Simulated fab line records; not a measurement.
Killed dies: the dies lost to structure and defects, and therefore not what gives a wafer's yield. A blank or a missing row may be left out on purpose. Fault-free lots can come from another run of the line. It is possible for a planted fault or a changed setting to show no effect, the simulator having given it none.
Chamber matching ; flow nand harc ; 4 sister chambers for NHARC_P_BONDPAD_CMP_19 on cmp-04
The step polishes, t overpolish 30 s, cu recess touch 16 s, target thk 160.81 nm. 4 wafers are shown with their chamber, then 12 later ones without.

## EACH WAFER AND ITS CHAMBER
wafer;chamber;motor current A (A)
L088.1;0;11.2
L093.2;2;13.1
L093.3;3;14.7
L093.4;1;13.1

## WAFERS WITH NO CHAMBER GIVEN
wafer;motor current A (A)
L093.1;11.1
L093.5;12.5
L093.6;12.5
L094.1;12.1
L094.4;13.7
L094.6;13.2
L096.2;12.5
L096.4;14.1
L096.5;12.7
L096.1;11.1
L096.3;13.1
L096.6;12.9

## WHICH CHAMBER EACH ONE RAN IN
wafer;from the rows above;in truth
L093.1;0;0
L093.5;can't be placed: 1 or 2 or 0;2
L093.6;can't be placed: 1 or 2 or 0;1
L094.1;can't be placed: 0 or 1 or 2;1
L094.4;can't be placed: 1 or 2 or 3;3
L094.6;can't be placed: 1 or 2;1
L096.2;can't be placed: 1 or 2 or 0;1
L096.4;can't be placed: 3 or 1 or 2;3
L096.5;can't be placed: 1 or 2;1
L096.1;0;0
L096.3;can't be placed: 1 or 2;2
L096.6;can't be placed: 1 or 2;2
Correct placement for 2 of the 12. Unplaceable from these rows: 10, with the true chamber sitting among the candidates in 10. 0 placed wrongly.
How it was worked out, from the rows above alone: a wafer's distance from a chamber is the root of the sum, over the readings, of the square of ((its reading less the chamber's mean) divided by the reading's scatter). The wafer belongs to the nearest chamber; if the next one is less than 2 further off, it can't be placed. The mean given for a chamber averages the wafers shown for that chamber. The scatter: root of mean squared gap, hidden wafer to nearest shown wafer, with one shown wafer a chamber.
